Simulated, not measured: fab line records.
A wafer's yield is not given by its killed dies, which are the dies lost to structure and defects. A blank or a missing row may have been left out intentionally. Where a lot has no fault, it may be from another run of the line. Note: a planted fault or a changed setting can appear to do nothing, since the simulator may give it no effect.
What tool caused it? | flow n5-finfet | 30 wafers sampled from 10 lots at 1 step of a route of 1938

== WHAT EACH GAUGE READ, for each wafer ==
N5_BEOL_M12_INSPECT_12: inspects for defects (macro).
lot  | measured     | on                | raw-defect-count
L610 | day 11 13:56 | defect-inspect-01 | 2 2 3
L611 | day 12 06:38 | defect-inspect-01 | 4 1 5
L612 | day 12 06:47 | defect-inspect-01 | 3 1 5
L613 | day 12 06:58 | defect-inspect-02 | 2 3 0
L619 | day 13 11:09 | defect-inspect-01 | 2 2 2
L618 | day 13 19:28 | defect-inspect-02 | 2 3 0
L627 | day 15 16:47 | defect-inspect-02 | 0 1 1
L628 | day 15 21:04 | defect-inspect-02 | 0 4 6
L629 | day 16 08:25 | defect-inspect-02 | 2 1 2
L632 | day 17 01:03 | defect-inspect-02 | 1 7 2

== EACH LOT AND THE TOOL THAT RAN IT (in order: tool; ch and the chambers of the sampled wafers; start) ==
Before these readings, the record contains no process step.

== WHAT THE TOOLS THEMSELVES READ (means of the sampled wafers that have a number; where no wafer has one, the mark that the record gives instead) ==
The record holds no such reading with a usual standard deviation.

== THE ANSWER, worked out from the rows above alone ==
Rule: the lots themselves supply what counts as usual. The widest of any qualifying gaps counts: lots, ordered by their means at a reading, are off when they make up no more than a third of the lots, leave a main group of 4 or more, and stand apart from it by 3 or more times the standard deviation of that group's means. If all means in a main group match to the digits the tables above print for the reading, that group is not used. Also off: a lot with no number at a reading for which 4 or more lots have one. Where the step has rows for the other lots, those lots are counted as sound. Order of review: gauges by route order, followed by the tools' own readings, for which a lot's mean as printed above is used. The first step at which some lot is off is used, and at that step the reading that is off furthest; a lot without a number counts as furthest.
No lot is off at any reading shown: from this, nothing can be told.

== WHAT THE SIMULATOR PUT IN ==
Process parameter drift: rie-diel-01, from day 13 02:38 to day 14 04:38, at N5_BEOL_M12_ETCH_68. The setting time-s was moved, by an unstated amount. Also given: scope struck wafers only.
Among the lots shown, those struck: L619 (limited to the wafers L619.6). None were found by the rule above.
